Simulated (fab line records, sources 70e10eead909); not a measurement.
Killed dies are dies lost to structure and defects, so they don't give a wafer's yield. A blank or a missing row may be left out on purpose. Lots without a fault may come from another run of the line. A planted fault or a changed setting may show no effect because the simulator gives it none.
A struck lot beside a sound one | flow nand_harc | 20 steps out of a route of 1302
Sound: wafers L486.1, L486.2, L486.3. Struck: wafers L489.1, L489.2, L489.6. The cause comes at the end.
At each step with rows: each side's tool, then ch and its chambers, then its first start. Under that, the readings that differ: sound wafers | struck wafers | difference of the means | sigmas: that difference in standard deviations of wafers without a fault.
alike: readings whose means differ by less than 2 such deviations, and words and numbers that are the same on both sides. not compared: withheld readings, readings that some wafer has no value for, bounds like >300 that may hide the same value, and numbers for which the record gives no deviation and whose values overlap.
The two part at a step that has a row with sigmas, a row that says differs or no value, or rows on one side only. Numbers that don't overlap but have no deviation are shown without sigmas and don't part them. A reading that every wafer of one side lacks parts them only if that side has two wafers or more.

NHARC_P_ZERO_WELL_CD_MEAS_37: target cd 720 nm.
  sound on cd_sem-01 ch 0, day 5 08:26; struck on cd_sem-02 ch 0, day 6 14:07
  alike: cd_nm
then, 1 step without rows for these wafers: NHARC_P_ZERO_WELL_HARDBAKE_38 (time 80 s).
NHARC_P_ZERO_WELL_DESCUM_39: chemistry O2, time 3 s.
  sound on rie_diel-06 ch 1,2,3, day 5 08:44; struck on rie_diel-09 ch 0,3, day 6 14:17
  alike: drypump_motor_current_A, oes_product_au, rf_vpp_V, showerhead_plenum_p_Torr, throttle_valve_pct
  not compared: rf_hours_counter_h
then, 9 steps without rows for these wafers: NHARC_P_ZERO_WELL_IMPLANT_40; NHARC_P_ZERO_WELL_IMPLANT_59; NHARC_P_ZERO_WELL_IMPLANT_60; NHARC_P_ZERO_WELL_STRIP_41 (strips in SPM, time 840 s); NHARC_P_ZERO_WELL_DEHYDRATE_44 (time 120 s); NHARC_P_ZERO_WELL_HMDS_45 (time 30 s); NHARC_P_ZERO_WELL_COAT_46; NHARC_P_ZERO_WELL_SOFTBAKE_47 (time 95 s); NHARC_P_ZERO_WELL_EBR_48.
NHARC_P_ZERO_WELL_EXPOSE_49: exposes mask P HVPW, target cd 2000 nm.
  sound on krf_scanner-02 ch 0, day 5 10:04; struck on krf_scanner-03 ch 0, day 6 15:37
  reading | sound                      | struck                              | difference | sigmas
  mask    | P_HVPW#0 P_HVPW#0 P_HVPW#0 | P_HVPW_R1#0 P_HVPW_R1#0 P_HVPW_R1#0 | differs    |
  alike: focus_offset_nm
then, 2 steps without rows for these wafers: NHARC_P_ZERO_WELL_PEB_50 (peb time 85 s); NHARC_P_ZERO_WELL_DEVELOP_51 (time 70 s).
NHARC_P_ZERO_WELL_CD_MEAS_52: target cd 2000 nm.
  sound on cd_sem-02 ch 0, day 5 10:13; struck on cd_sem-02 ch 0, day 6 15:46
  reading    | sound                | struck               | difference | sigmas
  cd_nm (nm) | 2001.1 2001.5 2001.6 | 1916.6 1916.7 1916.6 | -84.8      | -53
then, 1 step without rows for these wafers: NHARC_P_ZERO_WELL_HARDBAKE_53 (time 80 s).
NHARC_P_ZERO_WELL_DESCUM_54: chemistry O2, time 3 s.
  sound on rie_diel-06 ch 0,2,3, day 5 10:28; struck on rie_diel-09 ch 0,2, day 6 15:56
  reading                      | sound             | struck            | difference | sigmas
  oes_product_au (a.u.)        | 1.011 1.013 1.017 | 1.002 0.987 0.993 | -0.020     | -3
  model.P_ZERO_WELL.cd_nm (nm) | 2001 2001 2001    | 1917 1917 1917    | -84        |
  alike: drypump_motor_current_A, rf_vpp_V, showerhead_plenum_p_Torr, throttle_valve_pct
  not compared: rf_hours_counter_h
then, 1 step without rows for these wafers: NHARC_P_ZERO_WELL_IMPLANT_55.
-- the record jumps here: 23 days lie between the struck wafers' starts before and after (it left off in module P_ZERO_WELL and takes up again in module END, whose first step shown is number 1302 of the route) --
NHARC_END_SORT_01:
  the record has rows for the struck wafers here (prober-01 ch 0, day 29 10:43) and none for the sound ones

WHERE THEY PART
First at NHARC_P_ZERO_WELL_EXPOSE_49; last, within this record, at NHARC_END_SORT_01.

WHY: what the simulator had put in
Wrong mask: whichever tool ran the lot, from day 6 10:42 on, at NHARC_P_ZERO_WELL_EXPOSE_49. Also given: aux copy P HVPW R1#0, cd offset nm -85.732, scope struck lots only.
